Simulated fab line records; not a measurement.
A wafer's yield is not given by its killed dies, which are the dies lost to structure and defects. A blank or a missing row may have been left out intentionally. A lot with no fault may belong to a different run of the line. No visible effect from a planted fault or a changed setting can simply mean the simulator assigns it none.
Chamber matching | flow n5_finfet | pecvd-01 running N5_FIN_SAQP_PECVD_47: 3 sister chambers
The step deposits a-Si from SiH4/He, target thk 45 nm, time 36.3 s. 3 wafers are shown with their chamber, then 11 later ones without.

## WAFERS WITH THEIR CHAMBER
wafer  | chamber | showerhead_plenum_p_Torr (Torr)
L091.1 | 1       | 5.63
L091.4 | 2       | 5.62
L092.4 | 0       | 5.76

## WAFERS WITHOUT THEIR CHAMBER
wafer  | showerhead_plenum_p_Torr (Torr)
L092.5 | 5.62
L092.6 | 5.60
L093.2 | 5.76
L093.3 | 5.60
L093.5 | 5.61
L096.1 | 5.62
L096.5 | 5.64
L096.6 | 5.60
L097.1 | 5.61
L097.3 | 5.59
L097.5 | 5.61

## EACH ONE'S CHAMBER
wafer  | from the rows above     | in truth
L092.5 | can't be placed: 2 or 1 | 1
L092.6 | can't be placed: 2 or 1 | 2
L093.2 | 0                       | 0
L093.3 | can't be placed: 2 or 1 | 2
L093.5 | can't be placed: 2 or 1 | 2
L096.1 | can't be placed: 2 or 1 | 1
L096.5 | can't be placed: 1 or 2 | 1
L096.6 | can't be placed: 2 or 1 | 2
L097.1 | can't be placed: 2 or 1 | 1
L097.3 | can't be placed: 2 or 1 | 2
L097.5 | can't be placed: 2 or 1 | 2
Correctly placed: 1 of 11. These rows do not allow placing 10 (true chamber among the candidates in 10). Wrongly placed: 0.
How it was worked out, from the rows above alone: a wafer's distance from a chamber is the root of the sum, over the readings, of the square of ((its reading less the chamber's mean) divided by the reading's scatter). The wafer belongs to the nearest chamber; if the next one is less than 2 further off, it can't be placed. The mean given for a chamber averages the wafers shown for that chamber. The scatter: with one shown wafer a chamber, the root of the mean of the squares of how far each hidden wafer lies from its nearest shown one.
